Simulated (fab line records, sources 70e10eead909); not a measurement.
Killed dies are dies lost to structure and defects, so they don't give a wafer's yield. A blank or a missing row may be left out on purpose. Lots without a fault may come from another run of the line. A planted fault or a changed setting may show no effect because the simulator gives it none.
A struck lot beside a sound one | flow nand_harc | 13 steps out of a route of 1302
Sound: wafers L880.2, L880.3, L880.5. Struck: wafers L883.1, L883.6. (L883.5 of the same lot was not struck and is left out.) The cause comes at the end.
At each step with rows: each side's tool, then ch and its chambers, then its first start. Under that, the readings that differ: sound wafers | struck wafers | difference of the means | sigmas: that difference in standard deviations of wafers without a fault.
alike: readings whose means differ by less than 2 such deviations, and words and numbers that are the same on both sides. not compared: withheld readings, readings that some wafer has no value for, bounds like >300 that may hide the same value, and numbers for which the record gives no deviation and whose values overlap.
The two part at a step that has a row with sigmas, a row that says differs or no value, or rows on one side only. Numbers that don't overlap but have no deviation are shown without sigmas and don't part them. A reading that every wafer of one side lacks parts them only if that side has two wafers or more.

NHARC_A_STAIRCASE_TRIM_14: chemistry O2, time 211.2 s.
  sound on rie_diel-09 ch 0,1; struck on rie_diel-01 ch 1,3
  alike: drypump_motor_current_A, oes_product_au, rf_vpp_V, showerhead_plenum_p_Torr, throttle_valve_pct
  not compared: rf_hours_counter_h
NHARC_A_STAIRCASE_ETCH_15: etches the open film in C4F8/O2, target depth 100 nm, time 40.5 s.
  sound on rie_diel-09 ch 1,3; struck on rie_diel-01 ch 2,3
  alike: oes_product_au, rf_vpp_V, run_length_s
  not compared: rf_hours_counter_h
NHARC_A_STAIRCASE_TRIM_16: chemistry O2, time 211.2 s.
  sound on rie_diel-09 ch 0,1; struck on rie_diel-01 ch 0,2
  alike: drypump_motor_current_A, oes_product_au, rf_vpp_V, showerhead_plenum_p_Torr, throttle_valve_pct
  not compared: rf_hours_counter_h
then, 2 steps without rows for these wafers: NHARC_A_STAIRCASE_ETCH_17 (etches the open film in C4F8/O2, target depth 100 nm, time 40.5 s); NHARC_A_STAIRCASE_TRIM_18 (chemistry O2, time 211.2 s).
NHARC_A_STAIRCASE_ETCH_19: etches the open film in C4F8/O2, target depth 100 nm, time 40.5 s.
  sound on rie_diel-09 ch 1,2,3; struck on rie_diel-01 ch 0,1
  alike: oes_product_au, rf_vpp_V, run_length_s
  not compared: rf_hours_counter_h
then, 4 steps without rows for these wafers: NHARC_A_STAIRCASE_TRIM_20 (chemistry O2, time 211.2 s); NHARC_A_STAIRCASE_ETCH_21 (etches the open film in C4F8/O2, target depth 100 nm, time 40.5 s); NHARC_A_STAIRCASE_TRIM_22 (chemistry O2, time 211.2 s); NHARC_A_STAIRCASE_ETCH_23 (etches the open film in C4F8/O2, target depth 100 nm, time 40.5 s).
NHARC_A_STAIRCASE_TRIM_24: chemistry O2, time 211.2 s.
  sound on rie_diel-01 ch 1,3; struck on rie_diel-01 ch 2
  alike: drypump_motor_current_A, oes_product_au, rf_vpp_V, showerhead_plenum_p_Torr, throttle_valve_pct
  not compared: rf_hours_counter_h
NHARC_A_STAIRCASE_ETCH_25: etches the open film in C4F8/O2, target depth 100 nm, time 40.5 s.
  sound on rie_diel-01 ch 0,1,3, day 15 19:16; struck on rie_diel-01 ch 0, day 17 13:28
  reading          | sound          | struck    | difference | sigmas
  rf_vpp_V (V)     | 886 889 902    | 907 906   | +14        | +2
  run_length_s (s) | 62.1 62.0 62.4 | 49.7 49.7 | -12.5      | -31
  alike: oes_product_au
  not compared: rf_hours_counter_h
then, 1 step without rows for these wafers: NHARC_A_STAIRCASE_TRIM_26 (chemistry O2, time 211.2 s).

WHERE THEY PART
Only at NHARC_A_STAIRCASE_ETCH_25, within this record.

WHY: what the simulator had put in
Process parameter drift: rie_diel-01, from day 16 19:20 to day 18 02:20, at NHARC_A_STAIRCASE_ETCH_25. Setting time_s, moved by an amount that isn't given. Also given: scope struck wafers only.
